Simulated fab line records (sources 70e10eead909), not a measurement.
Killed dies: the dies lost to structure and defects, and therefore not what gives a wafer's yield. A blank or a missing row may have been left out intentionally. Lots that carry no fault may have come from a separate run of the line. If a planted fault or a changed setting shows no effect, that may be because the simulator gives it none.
Struck lot and sound lot, side by side :: flow nand harc :: 13 steps out of a route of 1159
Sound: wafers L340.1, L340.2, L340.6. The struck wafers were L343.1, L343.3, L343.5. Last of all comes the cause.
For every step that has rows: the tool of each side, followed by ch and its chambers, followed by its first start. Under that, the readings that differ: sound wafers :: struck wafers :: difference of the means :: sigmas: that difference in standard deviations of wafers without a fault.
alike: readings with means less than 2 such deviations apart, plus words and numbers identical on both sides. not compared: withheld readings, readings lacking a value on some wafer, bounds such as >300 that could conceal the same value, and numbers that have no deviation in the record and whose values overlap.
The two part at a step that has a row with sigmas, a row that says differs or no value, or rows on one side only. When numbers do not overlap yet have no deviation, they are printed without sigmas and do not part them. A reading missing from all wafers of one side parts the sides only when that side holds two or more wafers.

NHARC_A_STAIRCASE_DESCUM_11: chemistry O2, time 3 s.
  sound on rie diel-13 ch 0,2,3, day 11 16:35; struck on rie diel-13 ch 0,1,3, day 12 09:01
  alike: drypump motor current A, mfc ar sccm, oes product au, rf vpp V, showerhead plenum p Torr, throttle valve pct
  not compared: rf hours counter h
then, 1 step without rows for these wafers: NHARC_A_STAIRCASE_TRIM_12 (chemistry O2, time 211.2 s).
NHARC_A_STAIRCASE_ETCH_13: etches the open film in C4F8/O2, target depth 100 nm, time 40.5 s.
  sound on rie diel-13 ch 0,3; struck on rie diel-13 ch 0,1
  alike: oes product au, rf vpp V
  not compared: rf hours counter h
then, 2 steps without rows for these wafers: NHARC_A_STAIRCASE_TRIM_14 (chemistry O2, time 211.2 s); NHARC_A_STAIRCASE_ETCH_15 (etches the open film in C4F8/O2, target depth 100 nm, time 40.5 s).
NHARC_A_STAIRCASE_TRIM_16: chemistry O2, time 211.2 s.
  sound on rie diel-13 ch 0,2,3; struck on rie diel-13 ch 1,2
  alike: drypump motor current A, mfc ar sccm, oes product au, rf vpp V, run length s, showerhead plenum p Torr, throttle valve pct
  not compared: rf hours counter h
then, 3 steps without rows for these wafers: NHARC_A_STAIRCASE_ETCH_17 (etches the open film in C4F8/O2, target depth 100 nm, time 40.5 s); NHARC_A_STAIRCASE_TRIM_18 (chemistry O2, time 211.2 s); NHARC_A_STAIRCASE_ETCH_19 (etches the open film in C4F8/O2, target depth 100 nm, time 40.5 s).
NHARC_A_STAIRCASE_TRIM_20: chemistry O2, time 211.2 s.
  sound on rie diel-08 ch 0,3, day 11 17:52; struck on rie diel-13 ch 1,2, day 12 10:29
reading: oes product au (a.u.)
sound: 1.009 1.000 1.004
struck: 0.987 0.981 0.984
difference: -0.020
sigmas: -2
  alike: drypump motor current A, mfc ar sccm, rf vpp V, run length s, showerhead plenum p Torr, throttle valve pct
  not compared: rf hours counter h
then, 1 step without rows for these wafers: NHARC_A_STAIRCASE_ETCH_21 (etches the open film in C4F8/O2, target depth 100 nm, time 40.5 s).
NHARC_A_STAIRCASE_TRIM_22: chemistry O2, time 211.2 s.
  sound on rie diel-08 ch 0,2,3, day 11 18:15; struck on rie diel-08 ch 1,2, day 12 12:15
reading: run length s (s)
sound: 231.9 232.5 232.7
struck: 216.3 216.0 215.9
difference: -16.3
sigmas: -38
  alike: drypump motor current A, mfc ar sccm, oes product au, rf vpp V, showerhead plenum p Torr, throttle valve pct
  not compared: rf hours counter h
NHARC_A_STAIRCASE_ETCH_23: etches the open film in C4F8/O2, target depth 100 nm, time 40.5 s.
  sound on rie diel-08 ch 0,2,3; struck on rie diel-09 ch 0,1,3, day 12 12:30
reading: oes product au (a.u.)
sound: 0.937 0.943 0.920
struck: 0.987 1.003 0.979
difference: +0.056
sigmas: +4
  alike: rf vpp V
  not compared: rf hours counter h

## WHERE THEY PART
First at NHARC_A_STAIRCASE_TRIM_20; last, within this record, at NHARC_A_STAIRCASE_ETCH_23.

WHY: what the simulator had put in
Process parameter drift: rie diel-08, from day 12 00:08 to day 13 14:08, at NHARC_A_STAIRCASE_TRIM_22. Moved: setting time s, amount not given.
